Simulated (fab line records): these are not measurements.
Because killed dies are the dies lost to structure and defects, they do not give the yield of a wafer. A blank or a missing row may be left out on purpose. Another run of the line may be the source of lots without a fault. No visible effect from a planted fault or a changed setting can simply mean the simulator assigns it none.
Split-lot experiment	flow n5 finfet	21 wafers read across 7 lots, on a route 1938 steps long

== ON THE SPLIT ==
At N5_MOL_CONTACT_COAG_ETCHBACK_135 (etches SiO2 in CHF3, target depth 25 nm, time 16.7 s), the setting time s was moved away from the recipe's 16.7 s on 12 of the 21 wafers read, by -14.3% to +21.4%. For the rest of the wafers, this setting stayed at what the recipe calls for.

The reading comes from the split's own step.

== THE READING ==
SOC_of_MOL_CONTACT_COAG_COAT_75.thk nm (the simulator's own value, which no gauge read), in nm, at N5_MOL_CONTACT_COAG_ETCHBACK_135 (etches SiO2 in CHF3, target depth 25 nm, time 16.7 s). There is no usual value for it anywhere in the file. Here, 9 wafers ran the recipe; their average is 57.3 nm with a standard deviation of 0.19 nm.

wafer	tool, chamber at the split	time s as run, s	against the recipe	SOC_of_MOL_CONTACT_COAG_COAT_75.thk nm, nm	against lot-mates on the recipe
L078.1	rie diel-03, 3,2	15.41	-7.7%	57.6	+0.2
L078.6	rie diel-03, 3,2	15.41	-7.7%	57.6	+0.2
L078.4	rie diel-03, 1	16.7	recipe	57.4	-
L079.2	rie diel-04, 3	16.7	recipe	57.4	-
L079.3	rie diel-04, 2,1	20.28	+21.4%	56.8	-0.6
L079.5	rie diel-04, 2,1	20.28	+21.4%	56.8	-0.6
L089.2	rie diel-04, 1	16.7	recipe	57	-
L089.4	rie diel-04, 1	16.7	recipe	57	-
L089.5	rie diel-04, 2	16.7	recipe	57.2	-
L091.1	rie diel-04, 1,3,3	18.39	+10.1%	57	no lot-mate on the recipe
L091.3	rie diel-04, 1,3,3	18.39	+10.1%	57	no lot-mate on the recipe
L091.4	rie diel-04, 1,3,3	18.39	+10.1%	57	no lot-mate on the recipe
L092.2	rie diel-02, 2	16.7	recipe	57.6	-
L092.3	rie diel-02, 0	17.75	+6.3%	57.4	-0.2
L092.5	rie diel-02, 0	17.75	+6.3%	57.6	+0.0
L093.3	rie diel-04, 0	14.32	-14.3%	57.8	no lot-mate on the recipe
L093.5	rie diel-04, 0	14.32	-14.3%	57.8	no lot-mate on the recipe
L093.6	rie diel-04, 1	14.32	-14.3%	58	no lot-mate on the recipe
L097.2	rie diel-03, 0,1	16.7	recipe	57.2	-
L097.4	rie diel-03, 0,1	16.7	recipe	57.2	-
L097.3	rie diel-03, 3	16.7	recipe	57.4	-
When a row names more than one chamber, that row covers several wafers, and the file does not tell which wafer ran in which chamber.

THE FIT
A straight line over all 21 wafers: SOC_of_MOL_CONTACT_COAG_COAT_75.thk nm changes by -0.0288 nm for each +1% of time s; r = -0.84; the points scatter about the line by 0.19 nm.
The same after taking each lot's own level away (the mean of its wafers on the recipe; 15 wafers): -0.0271 nm for each +1%; r = -0.95; scatter 0.08 nm.
On that fit, the largest move of time s shifts the reading by 0.58 nm.
Across the lots, their own levels run from 57.07 to 57.60 nm, a range of 2.8 times the standard deviation given above.
The two slopes agree, so the slope changes little with the lot-to-lot level.
Check: with one of the wafers moved furthest among these (+21.4%) left out of the fit, the line predicts -0.558 nm for it against its lot-mates. Against them it came out at -0.6 nm.

== OTHER SPLITS APPLIED TO THESE WAFERS ==
These wafers also went through other splits before the reading. Each is held against what the fit with the lots' levels taken away leaves over:
other split on the same wafers	wafers away from the commonest value	r with SOC_of_MOL_CONTACT_COAG_COAT_75.thk nm (lot level and that fit taken away)
N5_SD_EPI_P_COAT_34 spin rpm	9	+0.37
N5_SDB_COAT_04 spin rpm	5	-0.02
N5_SDB_ALD_29 ald cycles	6	+0.01
N5_MOL_CONTACT_COAG_COAT_104 spin rpm	6	+0.14
N5_MOL_CONTACT_COAG_EXPOSE_05 dose mj	5	+0.06
N5_MOL_CONTACT_COAG_ETCH_91 time s	9	-0.39

== THE FILE'S OWN FIT ==
SOC_of_MOL_CONTACT_COAG_COAT_75.thk nm changes by -0.0269 nm for each +1% of time s, r = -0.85.
